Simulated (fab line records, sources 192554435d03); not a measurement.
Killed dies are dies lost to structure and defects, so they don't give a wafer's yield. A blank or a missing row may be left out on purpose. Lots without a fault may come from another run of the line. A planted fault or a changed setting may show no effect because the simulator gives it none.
A struck lot beside a sound one | flow n5_finfet | 41 steps out of a route of 1938
Sound: wafers L249.2, L249.5. Struck: wafer L256.1. (L256.3, L256.4 of the same lot were not struck and are left out.) The cause comes at the end.
At each step with rows: each side's tool, then ch and its chambers, then its first start. Under that, the readings that differ: sound wafers | struck wafers | difference of the means | sigmas: that difference in standard deviations of wafers without a fault.
alike: readings whose means differ by less than 2 such deviations, and words and numbers that are the same on both sides. not compared: withheld readings, readings that some wafer has no value for, bounds like >300 that may hide the same value, and numbers for which the record gives no deviation and whose values overlap.
The two part at a step that has a row with sigmas, a row that says differs or no value, or rows on one side only. Numbers that don't overlap but have no deviation are shown without sigmas and don't part them. A reading that every wafer of one side lacks parts them only if that side has two wafers or more.

N5_BEOL_M6_TRENCH_ETCH_37: etches SiCOH lowk in C4F6/O2, target depth 94.435 nm, time 31.5 s.
  sound on rie_diel-05 ch 3; struck on rie_diel-05 ch 1
  alike: drypump_motor_current_A, oes_o_777_au, oes_product_au, rf_vpp_V, showerhead_plenum_p_Torr, throttle_valve_pct
  not compared: rf_hours_counter_h
N5_BEOL_M6_ETCH_41: etches SiCN in CH3F/O2, target depth 29.7 nm, time 52 s.
  sound on rie_diel-05 ch 3; struck on rie_diel-05 ch 1
  alike: drypump_motor_current_A, oes_product_au, rf_vpp_V, showerhead_plenum_p_Torr, throttle_valve_pct
  not compared: rf_hours_counter_h
then, 1 step without rows for these wafers: N5_BEOL_M6_STRIP_80 (strips in N2/H2, time 10 s).
N5_BEOL_M6_OCD_MEAS_38:
  sound on ocd-02, day 8 17:24; struck on ocd-01, day 10 10:17
  reading              | sound     | struck | difference | sigmas
  trench_depth_nm (nm) | 94.2 94.5 | 89.3   | -5.0       | -3
then, 4 steps without rows for these wafers: N5_BEOL_M6_HM_STRIP_39 (strips TiN in peroxide tin strip, target depth 25 nm, time 158 s); N5_BEOL_M6_SRD_40 (time 30 s); N5_BEOL_M6_PRECLEAN_42 (cleans in residue remover, time 60 s); N5_BEOL_M6_SRD_43 (time 30 s).
N5_BEOL_M6_CD_MEAS_35: target cd 40 nm, target cd y 28 nm.
  sound on cd_sem-02, day 8 17:34; struck on cd_sem-01, day 10 10:26
  alike: cd_nm
then, 2 steps without rows for these wafers: N5_BEOL_M6_CURE_75 (cures SiCOH lowk, time 120 s); N5_BEOL_M6_DEGAS_44 (time 60 s).
N5_BEOL_M6_PRE_CLEAN_45: time 30 s.
  sound on pvd_sputter-03, day 8 17:59; struck on pvd_sputter-02, day 10 11:25
  alike: heater_power_w
N5_BEOL_M6_ALD_77: deposits TaN, target thk 2 nm, pulse time 2 s, purge time 3 s.
  sound on ald_metal-02 ch 1,3, day 8 18:13; struck on ald_metal-02 ch 0, day 10 11:29
  alike: heater_power_w, precursor_vessel_pressure_torr
then, 5 steps without rows for these wafers: N5_BEOL_M6_SURFACE_TREAT_79; N5_BEOL_M6_CVD_78 (deposits Co from CCTBA/H2, target thk 2 nm, time 142.3 s); N5_BEOL_M6_SPUTTER_48 (material Cu, target thk 10 nm, time 1.667 s); N5_BEOL_M6_ECD_50 (material Cu, target thk 300 nm); N5_BEOL_M6_ANNEAL_51 (time 90 s).
N5_BEOL_M6_CMP_52: polishes, stops on SiCOH lowk, t overpolish 6.9 s, target thk 80 nm.
  sound on cmp-01 ch 1, day 8 21:16; struck on cmp-02 ch 1, day 10 12:40
  reading                 | sound       | struck | difference | sigmas
  edge_zone_pressure_frac | 1.003 1.000 | 0.991  | -0.011     | -2
  time_to_endpoint_s (s)  | 58.8 59.3   | 68.1   | +9.0       | +3
  alike: barrier_field_endpoint_s, motor_current_A, overpolish_run_s
N5_BEOL_M6_THK_MEAS_53: measures by xrf.
  sound on film_metro-01, day 8 21:31; struck on film_metro-02, day 10 12:57
  alike: M6_THK
then, 2 steps without rows for these wafers: N5_BEOL_M6_PRE_CLEAN_55 (time 15 s); N5_BEOL_M6_DEP_56 (deposits SiCN from 3MS/NH3, target thk 10 nm, time 17.5 s).
N5_BEOL_M6_RS_MEAS_57: measures by four-point-probe.
  sound on film_metro-02, day 8 21:38; struck on film_metro-01, day 10 13:05
  alike: M6_RS
then, 2 steps without rows for these wafers: N5_BEOL_M7_ILD_DEP_00 (deposits SiCOH lowk from DEMS/porogen, target thk 179.75 nm, time 33.4 s); N5_BEOL_M7_CURE_74 (cures SiCOH lowk, time 240 s).
N5_BEOL_M7_THK_MEAS_01:
  sound on film_metro-01, day 8 22:17; struck on film_metro-01, day 10 14:26
  alike: M7_ILD_THK
then, 10 steps without rows for these wafers: N5_BEOL_M7_PECVD_70 (deposits SiO2 from TEOS/O2, target thk 20 nm, time 22.7 s); N5_BEOL_M7_HM_DEP_02 (deposits TiN, target thk 20 nm); N5_BEOL_M7_COAT_59 (time 60 s, resist thk 100 nm); N5_BEOL_M7_COAT_60 (time 60 s, resist thk 35 nm); N5_BEOL_M7_COAT_05 (resist thk 90 nm); N5_BEOL_M7_EBR_07; N5_BEOL_M7_SOFTBAKE_06 (time 60 s); N5_BEOL_M7_EXPOSE_08 (exposes mask M7); N5_BEOL_M7_PEB_09 (peb time 60 s); N5_BEOL_M7_DEVELOP_10 (develop time 30 s).
N5_BEOL_M7_CD_MEAS_11: target cd 38.5 nm.
  sound on cd_sem-02 ch 0, day 8 23:20; struck on cd_sem-02 ch 0, day 10 15:44
  reading    | sound     | struck | difference | sigmas
  cd_nm (nm) | 38.3 37.4 | 39.1   | +1.3       | +3
N5_BEOL_M7_OVL_MEAS_12:
  sound on overlay-01 ch 0, day 8 23:22; struck on overlay-01 ch 0, day 10 15:47
  alike: M7_OVL
N5_BEOL_M7_DESCUM_16: chemistry O2, time 7.9 s.
  sound on rie_diel-06 ch 1,3, day 8 23:25; struck on rie_diel-04 ch 0, day 10 15:51
  alike: drypump_motor_current_A, oes_product_au, rf_vpp_V, showerhead_plenum_p_Torr, throttle_valve_pct
  not compared: rf_hours_counter_h
then, 1 step without rows for these wafers: N5_BEOL_M7_ETCH_61 (etches SiARC in CF4, target depth 45.5 nm, time 75.8 s).
-- the record jumps here: 3 days lie between the struck wafers' starts before and after (it left off in module BEOL_M7 and takes up again in module PASSIVATION, whose first step shown is number 1936 of the route) --
N5_PASSIVATION_PROBE_49:
  the record has rows for the struck wafers here (prober-02, day 13 14:52) and none for the sound ones

WHERE THEY PART
First at N5_BEOL_M6_OCD_MEAS_38; last, within this record, at N5_PASSIVATION_PROBE_49.

WHY: what the simulator had put in
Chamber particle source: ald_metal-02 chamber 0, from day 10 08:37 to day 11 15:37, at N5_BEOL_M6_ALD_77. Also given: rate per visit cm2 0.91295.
